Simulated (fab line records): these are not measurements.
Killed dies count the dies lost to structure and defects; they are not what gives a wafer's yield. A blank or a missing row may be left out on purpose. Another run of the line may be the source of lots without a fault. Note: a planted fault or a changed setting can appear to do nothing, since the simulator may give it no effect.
fab line records	flow n5-finfet
[record] lots = 4	wafers = 12	last-day = 17
route steps=1938 shown BEOL_M9@1437 BEOL_M10@1470 BEOL_M15@1830
lots that met no fault: taken from a fault-free run of the same line
start-h: the number of hours between the record's first day and the start of the first shown wafer of the lot	wait-h: time in hours since the lot's previous step	" the same as in the row above	L1.1+2: a single row standing in for several wafers	- no value present, or no start provided	* or withheld: withheld	< > ~ a bound
route shown NAME@n: NAME is a module with steps in the file, n the number in the route of the first one	usual: average and standard deviation across the fault-free wafers	same: alike in all rows	chamber/n: place in a boat	sites: the reading at each site	_std_site: standard deviation of those values	_edge_site: mean of outer sites minus mean of inner sites	radius-mm: for every site, how far away it sits from the centre of the wafer	mask NAME#n: copy n	behind: the tool/chamber that last shaped the wafer	hold: why the lot went on hold/how many hours it stayed there/how the hold came to an end	device: transistor that didn't switch, given as n, p or np	end of line: the tests these same wafers got at the end of their route	for a step that has no rows: nothing shown but its recipe	killed: dies lost to structure and defects at the first sort, not the wafer's yield	map: the dies of a wafer, with x for killed, . for not killed, _ for no die there
set.NAME: setting as actually run; set.NAME@STEP: the setting as run at that earlier step	model.NAME: the simulator's own value behind a step, which no gauge read
certain route steps with their lots: each step a table, each wafer a row
services: when a tool's chamber went out of use (start-h, in hours from the record's first day, below 0 if earlier), for how many hours, and the reason
[[steps]]
[step N5_BEOL_M9_DESCUM_33]
[recipe] chemistry = O2	time-s = 7	source-power-w = 50	bias-power-w = 20	pressure-mtorr = 20	rf-frequency-hz = 2.712e+07	temp-c = 40	resist = CAR-EUV	o2-flow-sccm = 225
[step N5_BEOL_M9_ETCH_76]
[recipe] chemistry = N2/H2	target = underlayer	target-depth-a = 65	mask-material = CAR-EUV	time-s = 5.2	ion-energy-ev = 200	pressure-mtorr = 30	source-w = 840	bias-w = 150	n2-flow-sccm = 200	h2-flow-sccm = 200	ends = cleared
[step N5_BEOL_M9_ETCH_65]
[recipe] chemistry = CF4	target = SiARC	target-depth-a = 156	mask-material = CAR-EUV	time-s = 26	ion-energy-ev = 80	pressure-mtorr = 40	source-w = 545	bias-w = 36	Ar_flow_sccm = 100	cf4-flow-sccm = 100	ends = cleared
[step N5_BEOL_M9_ETCH_66]
[recipe] chemistry = N2/H2	target = SOC	target-depth-a = 800	overetch-a = 160	mask-material = SiARC	temp-c = 40	time-s = 120	ion-energy-ev = 200	pressure-mtorr = 30	source-w = 840	bias-w = 150	n2-flow-sccm = 200	h2-flow-sccm = 200
[step N5_BEOL_M9_STRIP_69]
[recipe] chemistry = N2/H2	temp-c = 40	n2-flow-sccm = 200	h2-flow-sccm = 200	rf-frequency-hz = 6e+07
[step N5_BEOL_M9_STRIP_77]
[recipe] chemistry = N2/H2	temp-c = 40	n2-flow-sccm = 200	h2-flow-sccm = 200	rf-frequency-hz = 6e+07
[step N5_BEOL_M9_VIA_ETCH_34]
[recipe] chemistry = C4F6/O2	target = SiCOH_lowk	target-depth-a = 1824	mask-material = SOC	taper-deg = 4	time-s = 68.4	ion-energy-ev = 250	pressure-mtorr = 30	source-w = 345	bias-w = 185	Ar_flow_sccm = 300	C4F6_flow_sccm = 10	O2_flow_sccm = 10
[step N5_BEOL_M9_STRIP_73]
[recipe] chemistry = C4F6/O2	resist = SiARC	rf-frequency-hz = 6e+07
[step N5_BEOL_M9_STRIP_36]
[recipe] chemistry = N2/H2	power-w = 450	temp-c = 40	pressure-mtorr = 20	rf-frequency-hz = 6e+07	overash-fraction = 0.3	bias-power-w = 7	h2-frac = 0.5	n2-flow-sccm = 200	h2-flow-sccm = 200
[step N5_BEOL_M9_TRENCH_ETCH_37]
[recipe] chemistry = C4F6/O2	target-depth-a = 1514.3	target = SiCOH_lowk	time-s = 49	ion-energy-ev = 250	pressure-mtorr = 30	source-w = 345	bias-w = 185	Ar_flow_sccm = 300	C4F6_flow_sccm = 10	O2_flow_sccm = 10
[usual] O2_flow_sccm = 9.997/0.03	drypump-motor-current-A = 5.4/0.47	oes_f_703_au = 0.81/0.099	oes_o_777_au = 0.81/0.098	oes-product-au = 0.81/0.099	rf-fwd-power-W = 341.4/1.3	rf-vpp-V = 660/11	showerhead-plenum-p-Torr = 2.87/0.093	throttle-valve-pct = 20.86/0.25
lot.wafer	tool	chamber	start-h	wait-h	O2_flow_sccm	drypump-motor-current-A	oes_f_703_au	oes_o_777_au	oes-product-au	rf-fwd-power-W	rf-hours-counter-h	rf-vpp-V	showerhead-plenum-p-Torr	throttle-valve-pct	model.BEOL_M9.feature-depth-nm	model.etch.depth-nm
L302.1	rie-diel-04	3	231.16	-	10.039	5.9	0.70	0.70	0.68	337.8	231	662	2.67	21.18	147.4	147.4
L302.4	"	1	"	"	9.986	5.1	0.95	0.93	0.97	342.3	11	663	2.90	20.53	155.2	155.2
L302.6	"	1	"	"	10.034	5.1	0.94	0.93	0.96	341.9	-	664	2.90	20.55	155	155.1
L314.1	rie-diel-04	2	303.43	-	10.008	4.8	1.09	1.05	0.89	426.7	60	595	3.02	20.91	166.6	166.6
L314.3	"	1	"	"	9.958	5.1	1.17	1.10	0.96	424.6	31	594	2.89	20.56	167.4	167.3
L314.4	"	0	"	"	9.985	5.4	1.13	1.10	0.92	423.0	-	596	2.78	20.76	165.2	165.2
L315.2	rie-diel-04	2	309.16	-	10.044	4.8	1.10	1.04	0.89	424.3	63	597	3.02	20.91	167.4	167.5
L315.5	"	1	"	"	10.011	5.1	1.15	1.10	0.96	424.4	-	595	2.89	20.57	168.2	168.2
L315.6	"	0	"	"	9.974	5.4	1.13	1.11	0.92	424.3	-	597	2.77	20.77	167.8	167.7
L321.3	rie-diel-02	2	348.49	-	10.016	5.1	0.93	0.93	0.98	338.7	4	680	2.81	20.58	150.6	150.5
L321.4	"	3	"	"	10.022	5.0	0.80	0.80	0.81	343.4	97	656	2.76	21.05	153.8	153.8
L321.6	"	3	"	"	10.003	5.0	0.80	0.80	0.81	342.2	-	654	2.76	21.05	153.6	153.5
[step N5_BEOL_M9_ETCH_41]
[recipe] chemistry = CH3F/O2	target = SiCN	target-depth-a = 366	taper-deg = 2	time-s = 70.1	ion-energy-ev = 120	mask-material = TiN	pressure-mtorr = 30	source-w = 395	bias-w = 75	Ar_flow_sccm = 150	CH3F_flow_sccm = 30	O2_flow_sccm = 20
[step N5_BEOL_M9_STRIP_80]
[recipe] chemistry = N2/H2	time-s = 10	power-w = 450	temp-c = 40	pressure-mtorr = 20	rf-frequency-hz = 6e+07	bias-power-w = 7	n2-flow-sccm = 200	h2-flow-sccm = 200
[step N5_BEOL_M9_OCD_MEAS_38]
[usual] trench-depth-nm = 152.2/2.9
lot.wafer	tool	chamber	start-h	wait-h	trench-depth-nm
L302.1	ocd-01	-	231.33	-	147.2
L302.4	"	-	"	"	155.7
L302.6	"	-	"	"	155.3
L314.1	ocd-01	-	303.60	-	166.4
L314.3	"	-	"	"	167.4
L314.4	"	-	"	"	165.4
L315.2	ocd-02	-	309.33	-	167.2
L315.5	"	-	"	"	167.7
L315.6	"	-	"	"	167.5
L321.3	ocd-02	-	348.66	-	150.5
L321.4	"	-	"	"	153.3
L321.6	"	-	"	"	153.4
[step N5_BEOL_M9_HM_STRIP_39]
[recipe] chemistry = peroxide-tin-strip	material = TiN	target-depth-a = 250	temp-c = 50	time-s = 158
[step N5_BEOL_M9_SRD_40]
[recipe] time-s = 30	temp-c = 23	rinse-liquid = diw	dry = ipa-marangoni
[step N5_BEOL_M9_PRECLEAN_42]
[recipe] chemistry = residue-remover	time-s = 60	temp-c = 40
[step N5_BEOL_M9_SRD_43]
[recipe] time-s = 30	temp-c = 23	rinse-liquid = diw	dry = ipa-marangoni
[step N5_BEOL_M9_CURE_72]
[recipe] temp-c = 370	time-s = 120	ambient = DMADMS/He	material = SiCOH_lowk
[step N5_BEOL_M9_DEGAS_44]
[recipe] ambient = vacuum	temp-c = 250	time-s = 60
[step N5_BEOL_M9_PRE_CLEAN_45]
[recipe] gas = H2/He	time-s = 30	temp-c = 250
[step N5_BEOL_M9_ALD_74]
[recipe] material = TaN	target-thk-a = 20	temp-c = 275	ald-precursor-family = PDMAT	ald-co-reactant = NH3	pressure-torr = 3	carrier-flow-sccm = 1500	pulse-time-s = 2	purge-time-s = 3	co-reactant-purge-time-s = 2	co-reactant-pulse-time-s = 3	ald-cycles = 40	precursor-vessel-temp-c = 75	precursor-vessel-pressure-torr = 26.25	precursor-vessel-carrier-sccm = 1000
[step N5_BEOL_M9_SURFACE_TREAT_79]
[recipe] gas = Ar	time-s = *	ion-energy-ev = *	ion-current-ma-cm2 = 0.5	pressure-mtorr = *	ar-flow-sccm = 30
[step N5_BEOL_M9_CVD_78]
[recipe] material = Co	target-thk-a = 20	temp-c = withheld	precursor = CCTBA/H2	pressure-torr = 30	time-s = 138.9
[step N5_BEOL_M9_SPUTTER_48]
[recipe] material = Cu	target-thk-a = 120	temp-c = -20	bias-v = 60	power-w = 26000	chamber-pressure-pa = 0.13	time-s = 2
[step N5_BEOL_M9_ECD_50]
[recipe] material = Cu	target-thk-a = 3180
[step N5_BEOL_M9_ANNEAL_51]
[recipe] temp-c = 225	time-s = 90	ambient = N2
[step N5_BEOL_M9_CMP_52]
[recipe] stop-on = SiCOH_lowk	t-overpolish-s = 7	down-force-psi = 1	platen-rpm = 50	clearing-platen-down-force-psi = 1.5	clearing-platen-rpm = 50	post-cmp-clean = cu-alkaline	target-thk-nm = 140	clearing-platen-pad-velocity-m-s = 0.99484	pad-velocity-m-s = 0.99484
[usual] barrier-field-endpoint-s = 28.7/0.68	motor-current-A = 5.9/0.54	overpolish-run-s = 7.000/0.0097	retaining-ring-pressure-frac = 0.999/0.005	time-to-endpoint-s = 67/3.3
lot.wafer	tool	chamber	start-h	wait-h	barrier-field-endpoint-s	motor-current-A	overpolish-run-s	retaining-ring-pressure-frac	time-to-endpoint-s	model.Cu_of_BEOL_M9_ECD_50.thk-nm
L302.4	cmp-03	1	233.17	0.1	28.8	5.1	7.006	0.992	70	145.6
L302.1	"	2	"	"	28.6	5.8	6.983	1.003	62	137
L302.6	"	1	"	"	29.2	5.3	6.997	0.996	67	145.6
L314.1	cmp-02	3	307.27	0.3	28.6	6.0	7.012	0.996	65	156
L314.4	"	0	"	"	28.3	6.3	7.019	0.998	62	156.2
L314.3	"	2	"	"	29.0	5.7	7.007	1.002	64	157.8
L315.2	cmp-04	1	311.60	0.2	28.6	5.8	6.998	0.991	74	156.4
L315.5	"	1	"	"	28.4	6.0	6.999	0.998	70	157
L315.6	"	2	"	"	28.4	5.5	6.995	1.000	69	157.4
L321.3	cmp-02	2	351.27	0.2	28.5	5.7	7.018	0.996	68	137.8
L321.4	"	3	"	"	28.8	5.4	7.006	1.006	66	141.2
L321.6	"	0	"	"	28.3	6.5	7.000	0.995	67	141.4
[step N5_BEOL_M9_THK_MEAS_53]
[recipe] thk-meas-gauge = xrf	reads = Cu_of_BEOL_M9_ECD_50
[usual] M9_THK = 140/3.2
lot.wafer	tool	chamber	start-h	wait-h	M9_THK[nm]
L302.1	film-metro-01	-	233.46	-	135
L302.4	"	-	"	"	145
L302.6	"	-	"	"	144
L314.1	film-metro-01	-	307.57	-	155
L314.3	"	-	"	"	156
L314.4	"	-	"	"	155
L315.2	film-metro-02	-	311.89	-	156
L315.5	"	-	"	"	156
L315.6	"	-	"	"	157
L321.3	film-metro-01	-	351.49	-	138
L321.4	"	-	"	"	141
L321.6	"	-	"	"	141
[step N5_BEOL_M9_PRE_CLEAN_55]
[recipe] gas = NH3	time-s = 15	temp-c = withheld	rf-power-w = 300
[step N5_BEOL_M9_DEP_56]
[recipe] material = SiCN	target-thk-a = 150	temp-c = withheld	precursor = 3MS/NH3	pressure-torr = 3	rf-w = 202	time-s = 26.5
[step N5_BEOL_M9_RS_MEAS_57]
[recipe] thk-meas-gauge = four-point-probe	reads = Cu_of_BEOL_M9_ECD_50+Co_of_BEOL_M9_CVD_78+TaN_of_BEOL_M9_ALD_74
[usual] M9_RS = 0.149/0.0036
lot.wafer	tool	chamber	start-h	wait-h	M9_RS[ohm/sq]
L302.1	film-metro-02	-	233.59	0.1	0.154
L302.4	"	-	"	"	0.144
L302.6	"	-	"	"	0.145
L314.1	film-metro-01	-	307.70	0.1	0.134
L314.3	"	-	"	"	0.132
L314.4	"	-	"	"	0.134
L315.2	film-metro-01	-	312.03	0.1	0.134
L315.5	"	-	"	"	0.133
L315.6	"	-	"	"	0.133
L321.3	film-metro-01	-	351.63	0.1	0.153
L321.4	"	-	"	"	0.150
L321.6	"	-	"	"	0.149
[step N5_BEOL_M10_ILD_DEP_00]
[recipe] material = SiCOH_lowk	target-thk-a = 3085.1	temp-c = 300	precursor = DEMS/porogen	pressure-torr = 5	rf-w = 500	time-s = 58
[step N5_BEOL_M10_CURE_71]
[recipe] temp-c = 385	time-s = 240	ambient = He/Ar	material = SiCOH_lowk
[step N5_BEOL_M10_PECVD_70]
[recipe] material = SiO2	target-thk-a = 200	temp-c = 400	precursor = TEOS/O2	pressure-torr = 5.5	rf-w = 450	teos-flow-sccm = 53.8	gas = O2	flow-sccm = 3000	time-s = 22.7
[step N5_BEOL_M10_HM_DEP_02]
[recipe] material = TiN	target-thk-a = 200	temp-c = 25	chamber-pressure-pa = 0.49996
[step N5_BEOL_M10_COAT_59]
[recipe] resist = SOC	temp-c = 250	time-s = 60	spin-rpm = 1500	resist-thk-nm = 100
[step N5_BEOL_M15_RC_MEAS_101]
[usual] COMB_M10 = 1.5e-11/3.1e-12	COMB_M11 = 1.5e-11/3e-12	COMB_M12 = 6.7e-12/1.5e-12	COMB_M13 = 5.4e-12/1.2e-12	COMB_M14 = 4e-12/8.4e-13	COMB_M15 = 2.9e-12/7.9e-13	COMB_M5 = 3.8e-11/7.9e-12	COMB_M5_max_site = 5.5e-11/1.3e-11	COMB_M6 = 2.6e-11/5.5e-12	COMB_M7 = 2.6e-11/5.2e-12	COMB_M8 = 2.8e-11/6.2e-12	COMB_M9 = 1.5e-11/3.3e-12	SERP_M10 = 3.05/0.083	SERP_M11 = 3.01/0.089	SERP_M12 = 0.630/0.014	SERP_M12_max_site = 0.644/0.015	SERP_M13 = 0.306/0.0067	SERP_M14 = 0.160/0.0038	SERP_M5 = 38.9/1.6	SERP_M6 = 13.6/0.54	SERP_M6_max_site = 14.1/0.62	SERP_M7 = 13.8/0.62	SERP_M8 = 13.7/0.54	SERP_M9 = 3.01/0.098	SERP_M9_max_site = 3.10/0.099
lot.wafer	tool	chamber	start-h	wait-h	COMB_M10[S/m]	COMB_M11[S/m]	COMB_M12[S/m]	COMB_M13[S/m]	COMB_M14[S/m]	COMB_M15[S/m]	COMB_M5[S/m]	COMB_M5_max_site[S/m]	COMB_M6[S/m]	COMB_M7[S/m]	COMB_M8[S/m]	COMB_M9[S/m]	SERP_M10[ohm/um]	SERP_M11[ohm/um]	SERP_M12[ohm/um]	SERP_M12_max_site[ohm/um]	SERP_M13[ohm/um]	SERP_M14[ohm/um]	SERP_M5[ohm/um]	SERP_M6[ohm/um]	SERP_M6_max_site[ohm/um]	SERP_M7[ohm/um]	SERP_M8[ohm/um]	SERP_M9[ohm/um]	SERP_M9_max_site[ohm/um]
L302.1	prober-01	0	274.36	0.0	1.2e-11	1.3e-11	5.7e-12	5.5e-12	4.5e-12	2.8e-12	3.4e-11	6.1e-11	2.6e-11	2.6e-11	3.8e-11	1.6e-11	2.89	2.89	0.655	0.665	0.304	0.158	37.5	14.2	14.7	13.5	13.5	3.11	3.18
L302.4	"	0	"	"	1.1e-11	1.4e-11	5.7e-12	5.8e-12	3.6e-12	2.4e-12	5.2e-11	7.8e-11	2.1e-11	2.7e-11	3.4e-11	1.1e-11	3.13	2.98	0.637	0.647	0.326	0.165	37.7	14.1	15.3	12.3	14.4	2.90	3.03
L302.6	"	0	"	"	1.6e-11	1.6e-11	4.4e-12	3.8e-12	3.3e-12	2.9e-12	3.3e-11	4.9e-11	2.1e-11	2.6e-11	3.2e-11	1.4e-11	3.04	3.19	0.650	0.662	0.302	0.166	37.6	13.8	14.5	13.9	14.3	2.92	2.96
L314.1	prober-02	0	346.15	0.6	1.2e-11	2e-11	6.9e-12	5.2e-12	3.6e-12	4.2e-12	4.8e-11	6.4e-11	4e-11	3.8e-11	2.7e-11	1.3e-11	3.02	3.01	0.634	0.639	0.301	0.163	38.2	13.3	13.6	14.2	13.4	2.69	2.77
L314.3	"	0	"	"	1.9e-11	1.9e-11	6.1e-12	5.6e-12	3.5e-12	3.5e-12	3.2e-11	5e-11	3.7e-11	2.7e-11	2.1e-11	1.7e-11	3.07	2.98	0.637	0.656	0.307	0.156	37.6	13.9	14.3	14.5	14.2	2.69	2.72
L314.4	"	0	"	"	1.2e-11	1.7e-11	7.5e-12	4.6e-12	3.3e-12	4e-12	3e-11	4.9e-11	3.3e-11	2.5e-11	3.6e-11	1.7e-11	3.09	2.99	0.630	0.641	0.309	0.166	40.7	13.4	13.7	13.9	14.1	2.74	2.80
L315.2	prober-02	0	361.28	0.2	2e-11	1.5e-11	5.9e-12	7.7e-12	4.5e-12	2.9e-12	4.4e-11	5.5e-11	2.8e-11	2.7e-11	2.5e-11	1.7e-11	3.10	3.06	0.622	0.633	0.313	0.164	39.0	13.0	13.5	14.0	14.0	2.67	2.77
L315.5	"	0	"	"	1.7e-11	1.6e-11	7.9e-12	5.4e-12	5.2e-12	4.1e-12	3.9e-11	5e-11	2e-11	3.3e-11	2.1e-11	1.5e-11	2.99	3.07	0.605	0.624	0.305	0.164	37.1	12.7	13.0	14.1	14.1	2.65	2.75
L315.6	"	0	"	"	1.3e-11	1.4e-11	6.3e-12	6.4e-12	4.2e-12	3.4e-12	4.1e-11	6e-11	2.9e-11	2.4e-11	2.9e-11	1.4e-11	2.97	3.13	0.623	0.631	0.321	0.157	39.3	12.9	13.4	13.6	14.8	2.64	2.73
L321.3	prober-01	0	391.16	0.3	1.2e-11	1.5e-11	4.4e-12	7.4e-12	1.8e-12	1.4e-12	3e-11	3.9e-11	2.9e-11	2.9e-11	2.1e-11	1.5e-11	3.06	3.12	0.617	0.634	0.311	0.160	39.2	13.6	14.0	14.1	14.9	3.09	3.13
L321.4	"	0	"	"	1.1e-11	1.2e-11	6.6e-12	6e-12	2.5e-12	2.1e-12	3.3e-11	4.5e-11	2.4e-11	2.9e-11	2.3e-11	1.7e-11	3.00	3.16	0.601	0.619	0.301	0.153	39.0	13.3	13.6	14.1	13.3	2.96	3.10
L321.6	"	0	"	"	1.4e-11	1.2e-11	4.4e-12	6e-12	3.4e-12	1.8e-12	4.7e-11	6.1e-11	2.6e-11	2.1e-11	1.9e-11	1.6e-11	3.07	3.03	0.630	0.643	0.304	0.157	37.7	14.5	15.2	13.3	13.1	2.98	3.17
// sites SERP_M9 radius-mm=0,75,75,75,75,140,140,140,140
L302.1 3.18 3.13 3.14 3.17 3.10 3.07 3.07 3.11 3.07
L314.1 2.74 2.69 2.74 2.72 2.77 2.68 2.69 2.69 2.67
L315.2 2.63 2.65 2.63 2.67 2.62 2.77 2.77 2.75 2.77
L321.3 3.06 3.10 3.07 3.09 3.09 3.09 3.09 3.03 3.13
[[services]]
tool	chamber	start-h	hours	kind
cmp-02	-	208.01	1.8	repair
cmp-04	-	210.70	-	consumable-replace:conditioner
cmp-04	-	210.70	-	consumable-replace:pad
cmp-04	-	217.95	6.5	repair
rie-diel-02	0	227.10	2.8	repair
cmp-03	-	234.33	1.3	repair
rie-diel-02	1	264.14	12.0	repair
cmp-03	-	281.47	1.8	repair
rie-diel-04	3	301.14	-	clean
rie-diel-04	3	301.14	-	consumable-replace:focus-ring
rie-diel-04	3	301.14	-	consumable-replace:showerhead
rie-diel-04	3	301.14	14.8	scheduled-down
rie-diel-04	3	301.14	14.8	vent-cycle
cmp-04	-	308.37	1.9	repair
rie-diel-02	2	311.35	-	clean
rie-diel-02	2	311.35	-	consumable-replace:focus-ring
rie-diel-02	2	311.35	23.3	scheduled-down
rie-diel-02	2	311.35	23.3	vent-cycle
cmp-02	-	335.58	3.4	repair
cmp-03	-	344.84	5.9	pm
[[key]]
[first-sign] step = N5_BEOL_M9_TRENCH_ETCH_37	reading = rf-fwd-power-W	direction = up	sigmas = 62	usual = *	struck = *
[effect] step = N5_BEOL_M9_TRENCH_ETCH_37	reading = rf-vpp-V	direction = down	sigmas = 5.8	usual = 660	struck = 596
[effect] step = N5_BEOL_M9_OCD_MEAS_38	reading = trench-depth-nm	direction = up	sigmas = 5.1	usual = 152.2	struck = 166.9
[effect] step = N5_BEOL_M9_THK_MEAS_53	reading = M9_THK	direction = up	sigmas = 4.9	usual = 140	struck = 156
[effect] step = N5_BEOL_M9_RS_MEAS_57	reading = M9_RS	direction = down	sigmas = 4.4	usual = 0.149	struck = 0.133
[effect] step = N5_BEOL_M15_RC_MEAS_101	reading = SERP_M9	direction = down	sigmas = 3.3	usual = 3.01	struck = 2.68
[model-effect] step = N5_BEOL_M9_TRENCH_ETCH_37	value = BEOL_M9.feature-depth-nm	without = 153.7	struck = 167.1
[model-effect] step = N5_BEOL_M9_CMP_52	value = Cu_of_BEOL_M9_ECD_50.thk-nm	without = 143.3	struck = 156.8
met-at N5_BEOL_M9_TRENCH_ETCH_37
struck-wafers L314.1,L314.3,L314.4,L315.2,L315.5,L315.6
onset-between 231.16 303.43
[fault] kind = process-parameter-drift	tool = rie-diel-04	chamber = -	onset-h = 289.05	steps = N5_BEOL_M9_TRENCH_ETCH_37	channel = source-w	offset = 82.8	shape = step	acts-in = these-recipes-only	stated = 345
